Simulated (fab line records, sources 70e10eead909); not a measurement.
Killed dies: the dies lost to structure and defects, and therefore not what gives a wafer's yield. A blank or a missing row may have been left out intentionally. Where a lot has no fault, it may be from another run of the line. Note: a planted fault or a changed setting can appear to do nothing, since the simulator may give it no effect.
Matching of chambers	flow nand harc	NHARC_A_SGD_CUT_DESCUM_14 on rie diel-05 has 4 sister chambers
The step chemistry O2, time 3 s. 30 wafers are shown with their chamber, then 12 later ones without.

## EACH WAFER AND ITS CHAMBER
wafer	chamber	showerhead plenum p Torr (Torr)	drypump motor current A (A)	oes product au (a.u.)
L074.1	3	2.00	5.7	1.015
L074.2	1	1.91	5.2	0.995
L074.6	1	1.90	5.2	0.993
L076.3	1	1.90	5.2	0.985
L076.4	0	2.02	5.9	1.008
L076.5	1	1.90	5.2	0.981
L077.1	0	2.02	6.0	1.003
L077.2	3	2.00	5.7	1.010
L077.4	2	2.00	5.2	0.992
L080.2	3	2.00	5.7	1.016
L080.4	1	1.90	5.2	0.981
L080.6	0	2.02	6.0	1.015
L081.1	1	1.90	5.2	0.982
L081.5	0	2.02	5.9	1.022
L081.6	1	1.90	5.2	0.978
L083.1	1	1.90	5.2	0.973
L083.3	0	2.02	5.9	1.014
L083.5	1	1.90	5.2	0.984
L084.2	3	2.00	5.7	0.995
L084.5	2	2.00	5.2	1.017
L084.6	3	2.00	5.7	1.010
L088.1	0	2.02	5.9	1.014
L088.3	2	2.00	5.2	1.017
L088.4	3	2.00	5.7	1.007
L090.1	3	2.00	5.7	1.016
L090.3	1	1.90	5.2	0.982
L090.5	2	2.00	5.2	1.012
L089.1	2	2.00	5.2	1.010
L089.5	1	1.90	5.2	0.980
L089.6	0	2.02	5.9	1.023

SIGNATURES, as means of the wafers listed above
reading	chamber 0	chamber 1	chamber 2	chamber 3	scatter within a chamber
showerhead plenum p Torr	2.0200	1.9009	2.0000	2.0000	0.00187
drypump motor current A	5.929	5.200	5.200	5.700	0.0234
oes product au	1.01414	0.98309	1.00960	1.00986	0.00747
Rule: for each reading, subtract the chamber's mean from the wafer's reading, divide by that reading's scatter and square the result; add these up over the readings and take the root, which gives the wafer's distance from the chamber. If the next closest chamber is less than 2 further off than the closest, the wafer can't be placed; otherwise it belongs to the closest. How the scatter is found: for the shown wafers, subtract from each reading the mean of its chamber, square and add these, divide the total by (wafers less chambers), then take the root.

## WAFERS WHOSE CHAMBER IS MISSING
wafer	showerhead plenum p Torr (Torr)	drypump motor current A (A)	oes product au (a.u.)
L093.2	2.02	5.9	1.016
L093.5	2.00	5.2	1.016
L093.6	2.00	5.7	1.018
L094.2	2.00	5.6	1.014
L094.3	1.90	5.2	0.990
L094.5	2.00	5.6	1.021
L097.2	2.00	5.7	1.017
L097.3	2.00	5.2	1.003
L097.4	2.02	5.9	1.011
L096.1	2.02	6.0	1.004
L096.4	1.90	5.2	0.990
L096.6	2.00	5.7	1.021

## THE CHAMBER EACH PASSED THROUGH
wafer	from the rows above	in truth
L093.2	0	0
L093.5	2	2
L093.6	3	3
L094.2	3	3
L094.3	1	1
L094.5	3	3
L097.2	3	3
L097.3	2	2
L097.4	0	0
L096.1	0	0
L096.4	1	1
L096.6	3	3
12 of 12 placed correctly. Can't be placed from these rows: 0. Placed wrongly: 0.
